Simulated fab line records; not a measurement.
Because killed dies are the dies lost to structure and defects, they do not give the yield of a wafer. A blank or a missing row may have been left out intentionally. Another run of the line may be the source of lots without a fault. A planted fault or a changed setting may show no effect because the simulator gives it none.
Matching of chambers || flow n5-finfet || 4 sister chambers for N5_BEOL_M3_STRIP_66 on rie-diel-02
The step strips in CF4. 4 wafers are shown with their chamber, then 9 later ones without.

## WAFERS WITH THEIR CHAMBER
{"wafer": "L081.3", "chamber": 1, "showerhead-plenum-p-Torr (Torr)": 1.67}
{"wafer": "L081.4", "chamber": 3, "showerhead-plenum-p-Torr (Torr)": 1.84}
{"wafer": "L088.1", "chamber": 0, "showerhead-plenum-p-Torr (Torr)": 1.79}
{"wafer": "L088.6", "chamber": 2, "showerhead-plenum-p-Torr (Torr)": 1.76}

## WAFERS WITH NO CHAMBER GIVEN
{"wafer": "L093.1", "showerhead-plenum-p-Torr (Torr)": 1.75}
{"wafer": "L093.3", "showerhead-plenum-p-Torr (Torr)": 1.66}
{"wafer": "L093.4", "showerhead-plenum-p-Torr (Torr)": 1.79}
{"wafer": "L092.1", "showerhead-plenum-p-Torr (Torr)": 1.66}
{"wafer": "L092.2", "showerhead-plenum-p-Torr (Torr)": 1.83}
{"wafer": "L092.4", "showerhead-plenum-p-Torr (Torr)": 1.79}
{"wafer": "L095.3", "showerhead-plenum-p-Torr (Torr)": 1.66}
{"wafer": "L095.4", "showerhead-plenum-p-Torr (Torr)": 1.75}
{"wafer": "L095.6", "showerhead-plenum-p-Torr (Torr)": 1.79}

## WHICH CHAMBER EACH ONE RAN IN
{"wafer": "L093.1", "from the rows above": 2, "in truth": 2}
{"wafer": "L093.3", "from the rows above": 1, "in truth": 1}
{"wafer": "L093.4", "from the rows above": 0, "in truth": 0}
{"wafer": "L092.1", "from the rows above": 1, "in truth": 1}
{"wafer": "L092.2", "from the rows above": 3, "in truth": 3}
{"wafer": "L092.4", "from the rows above": 0, "in truth": 0}
{"wafer": "L095.3", "from the rows above": 1, "in truth": 1}
{"wafer": "L095.4", "from the rows above": 2, "in truth": 2}
{"wafer": "L095.6", "from the rows above": 0, "in truth": 0}
Correctly placed: 9 of 9. Not placeable from these rows: 0. Placed wrongly: 0.
How it was worked out, from the rows above alone: a wafer's distance from a chamber is the root of the sum, over the readings, of the square of ((its reading less the chamber's mean) divided by the reading's scatter). If the next closest chamber is less than 2 further off than the closest, the wafer can't be placed; otherwise it belongs to the closest. For every chamber, the mean is computed from those of its wafers that are shown. The scatter (one wafer shown for each chamber): square how far every hidden wafer sits from the nearest shown wafer, average those squares and take the square root.
